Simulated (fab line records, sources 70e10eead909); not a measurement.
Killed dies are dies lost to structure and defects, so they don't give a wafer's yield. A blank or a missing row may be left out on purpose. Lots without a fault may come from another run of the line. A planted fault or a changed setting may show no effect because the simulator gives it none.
Which tool did it? | flow nand_harc | 14 lots, 42 wafers sampled, at 5 steps of a route of 1302

WHAT THE GAUGES READ, wafer by wafer
NHARC_HYBRID_BOND_OVL_MEAS_05. Usual: overlay_x_nm -6 nm, standard deviation 30; overlay_y_nm 2 nm, standard deviation 31.
lot  | measured     | on         | overlay_x_nm (nm) | overlay_y_nm (nm) | flag
L826 | day 22 21:02 | overlay-01 | -30 -41 28        | -4 27 4           |
L827 | day 24 04:40 | overlay-02 | 9 -20 -49         | -43 24 -37        |
L828 | day 24 04:39 | overlay-02 | -5 -4 15          | -31 -36 19        |
L830 | day 25 02:41 | overlay-02 | -12 4 -15         | -28 51 -55        |
L831 | day 25 02:41 | overlay-01 | -52 -12 47        | 21 25 -1          |
L838 | day 27 20:25 | overlay-02 | 6 -17 4           | 23 44 16          |
L840 | day 29 01:34 | overlay-02 | 4 47 37           | 42 65 1           |
L839 | day 29 09:34 | overlay-01 | 10 -2 -68         | 21 -32 4          |
L841 | day 29 01:34 | overlay-01 | 21 -2 -17         | 69 8 16           |
L842 | day 29 18:30 | overlay-01 | 80 20 30          | -20 -50 29        |
L847 | day 31 19:42 | overlay-02 | -31 12 -31        | 15 -29 17         |
L846 | day 32 09:15 | overlay-02 | -6 12 -43         | -51 -26 51        |
L848 | day 32 17:20 | overlay-02 | 19 -10 -52        | -31 -10 -20       |
L849 | day 33 06:41 | overlay-02 | -69 -43 20        | -33 11 -52        |

NHARC_THIN_TSV_CD_MEAS_12: target cd 1000 nm. Usual: cd_nm 1000.2 nm, standard deviation 2.2.
lot  | measured     | on        | cd_nm (nm)           | flag
L826 | day 22 23:40 | cd_sem-03 | 1000.3 999.7 1000.5  |
L827 | day 24 09:38 | cd_sem-03 | 1000.0 1000.0 999.3  |
L828 | day 24 07:17 | cd_sem-01 | 1000.6 997.4 1004.0  |
L830 | day 25 06:30 | cd_sem-03 | 1002.4 1002.0 999.5  |
L831 | day 25 05:20 | cd_sem-03 | 1003.5 1004.1 1001.8 |
L838 | day 28 00:22 | cd_sem-03 | 994.7 1000.0 998.7   |
L840 | day 29 05:22 | cd_sem-01 | 1000.7 996.5 1001.0  |
L839 | day 29 12:28 | cd_sem-02 | 1003.5 999.4 997.0   |
L841 | day 29 04:19 | cd_sem-02 | 999.8 998.5 1000.1   |
L842 | day 29 22:26 | cd_sem-02 | 1003.7 1000.3 1002.8 |
L847 | day 32 02:33 | cd_sem-01 | 1003.0 1002.9 1000.9 |
L846 | day 32 11:51 | cd_sem-01 | 1001.0 999.7 997.2   |
L848 | day 32 19:56 | cd_sem-01 | 999.7 1001.5 998.8   |
L849 | day 33 09:26 | cd_sem-01 | 999.7 1002.7 999.8   |

NHARC_END_SORT_01. Usual: killed_at_array 53, standard deviation 19; killed_at_other 0.7, standard deviation 1.1; killed_at_periphery 4.2, standard deviation 2.7; killed_dies 58, standard deviation 18; killed_open 3.1, standard deviation 1.9; killed_short 2.5, standard deviation 1.6.
lot  | measured     | on        | killed_at_array | killed_at_other | killed_at_periphery | killed_dies | killed_open | killed_short | flag
L828 | day 25 04:07 | prober-02 | 173 169 122     | 2 0 0           | 3 0 4               | 178 169 126 | 1 1 1       | 4 0 1        | OFF
L831 | day 25 21:07 | prober-02 | 111 129 114     | 1 1 2           | 1 6 3               | 113 136 119 | 1 2 5       | 1 2 4        | OFF

WHICH TOOL RAN EACH LOT (tool, then ch and the chambers of the sampled wafers, then the start)
lot  | NHARC_A_STAIRCASE_STRIP_464        | NHARC_THIN_TSV_ETCH_36
L826 | rie_diel-01 ch 0,1, day 16 08:35   | rie_metal-02 ch 0,1, day 23 06:12
L827 | rie_diel-01 ch 0,1,2, day 17 08:22 | rie_metal-01 ch 0,1, day 24 16:06
L828 | rie_diel-01 ch 1,2,3, day 17 09:47 | rie_metal-03 ch 0,1, day 24 14:05
L830 | rie_diel-05 ch 1,2,3, day 18 17:53 | rie_metal-03 ch 0,1, day 25 12:58
L831 | rie_diel-01 ch 0,3, day 18 22:49   | rie_metal-01 ch 0,1, day 25 11:41
L838 | rie_diel-01 ch 0,1,2, day 21 16:34 | rie_metal-03 ch 0,1, day 28 06:49
L840 | rie_diel-05 ch 0,1,2, day 23 00:25 | rie_metal-02 ch 0,1, day 29 11:41
L839 | rie_diel-06 ch 1,2,3, day 23 03:46 | rie_metal-01 ch 0,1, day 29 18:55
L841 | rie_diel-01 ch 0,2, day 23 04:23   | rie_metal-03 ch 0,1, day 29 10:45
L842 | rie_diel-01 ch 0,2,3, day 23 14:05 | rie_metal-02 ch 0,1, day 30 04:53
L847 | rie_diel-06 ch 1,3, day 25 07:49   | rie_metal-02 ch 0,1, day 32 09:10
L846 | rie_diel-01 ch 0,1,3, day 25 07:56 | rie_metal-03 ch 0,1, day 32 18:37
L848 | rie_diel-01 ch 0,2, day 26 03:04   | rie_metal-01 ch 0,1, day 33 02:31
L849 | rie_diel-05 ch 1,2, day 26 15:39   | rie_metal-01 ch 0,1, day 33 15:56
- NHARC_A_STAIRCASE_STRIP_464: strips in O2/COS.
- NHARC_THIN_TSV_ETCH_36: etches the open film in Cl2/BCl3, target depth 65 nm, time 18.571 s.

WHAT THE TOOLS THEMSELVES READ (means of the sampled wafers that have a number; where no wafer has one, the mark that the record gives instead)
NHARC_THIN_TSV_ETCH_36. Usual: drypump_motor_current_A 5.4 A, standard deviation 0.52; oes_product_au 1.000 a.u., standard deviation 0.0081.
lot  | tool         | drypump_motor_current_A (A) | oes_product_au (a.u.) | flag
L826 | rie_metal-02 | 6.0                         | 1.000                 |
L827 | rie_metal-01 | 4.8                         | 0.995                 |
L828 | rie_metal-03 | 5.7                         | 0.997                 |
L830 | rie_metal-03 | 5.5                         | 1.000                 |
L831 | rie_metal-01 | 5.0                         | 1.001                 |
L838 | rie_metal-03 | 5.5                         | 1.012                 |
L840 | rie_metal-02 | 6.0                         | 1.002                 |
L839 | rie_metal-01 | 5.0                         | 1.006                 |
L841 | rie_metal-03 | 5.5                         | 0.997                 |
L842 | rie_metal-02 | 5.6                         | 0.998                 |
L847 | rie_metal-02 | 5.9                         | 0.993                 |
L846 | rie_metal-03 | 5.7                         | 1.005                 |
L848 | rie_metal-01 | 4.8                         | 0.996                 |
L849 | rie_metal-01 | 4.8                         | 0.999                 |

THE ANSWER, worked out from the rows above alone
Rule: a lot is off if the mean of its wafers that have a number lies more than 3 standard deviations from the usual mean. A lot without any number at a reading at which 4 lots or more have one is off too. The other lots that the step has rows for count as sound. The gauges are gone through in route order, then the tools' own readings, and for those a lot's mean is taken as printed above. The first step at which some lot is off is used, and at that step the reading that is off furthest; a lot without a number counts as furthest.
Off: L828, L831, at NHARC_END_SORT_01 (killed_dies). Neither off nor sound, because the step has no rows for them: L826, L827, L830, L838, L840, L839, L841, L842, L847, L846, L848, L849.
A tool fits if, at a process step before that reading, it ran every lot that is off, and no sound lot after the first of them. The gauges at NHARC_END_SORT_01 are tried like those tools. Can't be told from this: 2 tools fit, rie_diel-01 at NHARC_A_STAIRCASE_STRIP_464, prober-02 at NHARC_END_SORT_01.

WHAT THE SIMULATOR HAD PUT IN
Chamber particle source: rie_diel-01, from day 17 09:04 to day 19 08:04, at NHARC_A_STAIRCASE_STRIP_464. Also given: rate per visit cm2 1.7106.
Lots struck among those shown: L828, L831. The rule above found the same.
